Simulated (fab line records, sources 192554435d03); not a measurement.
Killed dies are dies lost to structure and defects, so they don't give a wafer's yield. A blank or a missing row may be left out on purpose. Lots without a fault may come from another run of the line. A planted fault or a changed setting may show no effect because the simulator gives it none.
Chamber matching | flow n5_finfet | N5_ZERO_LAYER_ETCH_18 on rie_si-01: 4 sister chambers
The step etches Si in HBr/Cl2, target depth 120 nm, time 40 s. 14 wafers are shown with their chamber, then 6 later ones without.

WAFERS WITH THEIR CHAMBER
wafer  | chamber | throttle_valve_pct (%) | drypump_motor_current_A (A) | oes_product_au (a.u.)
L074.3 | 3       | 37.4                   | 5.7                         | 1.008
L074.4 | 0       | 36.8                   | 5.9                         | 0.996
L074.5 | 0       | 36.8                   | 5.9                         | 0.998
L075.2 | 3       | 37.4                   | 5.7                         | 1.014
L075.4 | 1       | 36.3                   | 6.0                         | 1.025
L078.1 | 3       | 37.4                   | 5.7                         | 1.009
L078.2 | 2       | 36.4                   | 6.6                         | 1.009
L078.6 | 1       | 36.3                   | 5.9                         | 1.024
L085.1 | 0       | 36.8                   | 5.9                         | 0.998
L085.3 | 2       | 36.4                   | 6.6                         | 1.006
L085.6 | 3       | 37.3                   | 5.8                         | 1.007
L092.2 | 2       | 36.4                   | 6.6                         | 1.011
L092.3 | 1       | 36.3                   | 5.9                         | 1.024
L092.5 | 3       | 37.4                   | 5.7                         | 1.018

SIGNATURES (means of the wafers above)
reading                 | chamber 0 | chamber 1 | chamber 2 | chamber 3 | scatter within a chamber
throttle_valve_pct      | 36.800    | 36.300    | 36.400    | 37.380    | 0.0283
drypump_motor_current_A | 5.900     | 5.933     | 6.600     | 5.720     | 0.0383
oes_product_au          | 0.99733   | 1.02433   | 1.00867   | 1.01120   | 0.00321
Rule: a wafer's distance from a chamber is the root of the sum, over the readings, of the square of ((its reading less the chamber's mean) divided by the reading's scatter). The wafer belongs to the nearest chamber; if the next one is less than 2 further off, it can't be placed. The scatter: the root of (the sum of the squares of (reading less its chamber's mean) over the shown wafers, divided by (wafers less chambers)).

WAFERS WITHOUT THEIR CHAMBER
wafer  | throttle_valve_pct (%) | drypump_motor_current_A (A) | oes_product_au (a.u.)
L093.3 | 36.4                   | 6.5                         | 1.005
L093.5 | 36.3                   | 5.9                         | 1.030
L093.6 | 36.4                   | 6.6                         | 1.003
L096.3 | 36.3                   | 5.9                         | 1.022
L096.5 | 36.3                   | 5.9                         | 1.032
L096.6 | 36.4                   | 6.6                         | 1.014

WHICH CHAMBER EACH WENT THROUGH
wafer  | from the rows above | in truth
L093.3 | 2                   | 2
L093.5 | 1                   | 1
L093.6 | 2                   | 2
L096.3 | 1                   | 1
L096.5 | 1                   | 1
L096.6 | 2                   | 2
Placed correctly: 6 of 6. Can't be placed from these rows: 0. Placed wrongly: 0.
